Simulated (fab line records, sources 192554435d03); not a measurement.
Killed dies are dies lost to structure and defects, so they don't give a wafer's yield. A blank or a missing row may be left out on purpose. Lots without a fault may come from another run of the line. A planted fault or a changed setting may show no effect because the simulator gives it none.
Split-lot experiment | flow n5_finfet | 7 lots, 21 wafers read, on a route of 1938 steps

THE SPLIT
At N5_BEOL_M2_ETCH_64 (etches SOC in N2/H2, target depth 75 nm, overetch 22.5 nm, time 121.9 s), the setting bias_w was moved away from the recipe's 150 W on 11 of the 21 wafers read, by -10.1% to +12.7%. The other wafers ran this setting at the recipe's value.

The reading is taken at the split's own step.

THE READING
rf_vpp_V, in V, at N5_BEOL_M2_ETCH_64 (etches SOC in N2/H2, target depth 75 nm, overetch 22.5 nm, time 121.9 s). Fault-free wafers of this fab line usually give 524.2 V, standard deviation 1.5 V.

wafer  | tool, chamber at the split | bias_w as run, W | against the recipe | rf_vpp_V, V | against lot-mates on the recipe
L074.2 | rie_diel-05, 0             | 150              | recipe             | 525.6       | -
L074.3 | rie_diel-05, 1             | 150              | recipe             | 521.8       | -
L074.5 | rie_diel-05, 2             | 150              | recipe             | 522.9       | -
L081.3 | rie_diel-04, 1             | 150              | recipe             | 525.8       | -
L081.4 | rie_diel-04, 3             | 150              | recipe             | 525.5       | -
L081.5 | rie_diel-04, 3             | 150              | recipe             | 525.4       | -
L084.1 | rie_diel-04, 1             | 134.9            | -10.1%             | 492.6       | no lot-mate on the recipe
L084.4 | rie_diel-04, 0             | 134.9            | -10.1%             | 488.5       | no lot-mate on the recipe
L084.6 | rie_diel-04, 2             | 134.9            | -10.1%             | 489.8       | no lot-mate on the recipe
L088.2 | rie_diel-04, 3             | 168.6            | +12.4%             | 566.3       | no lot-mate on the recipe
L088.5 | rie_diel-04, 0             | 168.6            | +12.4%             | 563.1       | no lot-mate on the recipe
L088.6 | rie_diel-04, 3             | 168.6            | +12.4%             | 565.6       | no lot-mate on the recipe
L089.2 | rie_diel-04, 2             | 169.1            | +12.7%             | 564.8       | +39.2
L089.5 | rie_diel-04, 3             | 150              | recipe             | 525.6       | -
L089.6 | rie_diel-04, 2             | 169.1            | +12.7%             | 565.2       | +39.6
L092.1 | rie_diel-05, 3             | 150              | recipe             | 526.8       | -
L092.3 | rie_diel-05, 0             | 150              | recipe             | 522.4       | -
L092.4 | rie_diel-05, 1             | 160.9            | +7.3%              | 546.2       | +21.6
L093.1 | rie_diel-05, 2             | 150              | recipe             | 522.5       | -
L093.5 | rie_diel-05, 3             | 138.8            | -7.5%              | 501.0       | -21.5
L093.6 | rie_diel-05, 0             | 138.8            | -7.5%              | 499.8       | -22.7

THE FIT
A straight line over all 21 wafers: rf_vpp_V changes by +3.27 V for each +1% of bias_w; r = +1.00; the points scatter about the line by 1.7 V.
The same after taking each lot's own level away (the mean of its wafers on the recipe; 15 wafers): +3.05 V for each +1%; r = +1.00; scatter 1.2 V.
On that fit, the largest move of bias_w shifts the reading by 39 V.
The lots' own levels span 522.50 to 525.60 V, that is 2.1 times the standard deviation above.
So the lot-to-lot level changes the slope little: the two slopes agree.
Check: with one of the wafers moved furthest among these (+12.7%) left out of the fit, the line predicts +38.8 V for it against its lot-mates. It came out at +39.2 V against them.
Tool readings at the split's step, against how far the setting was moved: rf_vpp_V r = +1.00.

OTHER SPLITS ON THESE WAFERS
These wafers also went through other splits before the reading. Each is held against what the fit with the lots' levels taken away leaves over:
other split on the same wafers   | wafers away from the commonest value | r with rf_vpp_V (lot level and that fit taken away)
N5_BEOL_M1_COAT_61 spin_rpm      | 7                                    | -0.18
N5_BEOL_M1_COAT_05 spin_rpm      | 10                                   | +0.18
N5_BEOL_M1_CMP_52 down_force_psi | 6                                    | -0.40
N5_BEOL_M2_ILD_DEP_00 time_s     | 10                                   | -0.29
N5_BEOL_M2_EXPOSE_08 dose_mj     | 6                                    | +0.06

THE WHOLE CHAIN: every reading that the file lists as answering this split, in the file's order
step               | what it does                                                            | reading                                                                          | change (the file's fit)                | r (the file's)
N5_BEOL_M2_ETCH_64 | etches SOC in N2/H2, target depth 75 nm, overetch 22.5 nm, time 121.9 s | rf_vpp_V                                                                         | +3.04 V for each +1% of the setting    | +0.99
N5_BEOL_M2_ETCH_64 | etches SOC in N2/H2, target depth 75 nm, overetch 22.5 nm, time 121.9 s | SiARC_of_BEOL_M2_COAT_62.thk_nm (the simulator's own value, which no gauge read) | -0.0863 nm for each +1% of the setting | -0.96

THE FILE'S OWN FIT
rf_vpp_V changes by +3.04 V for each +1% of bias_w, r = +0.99.
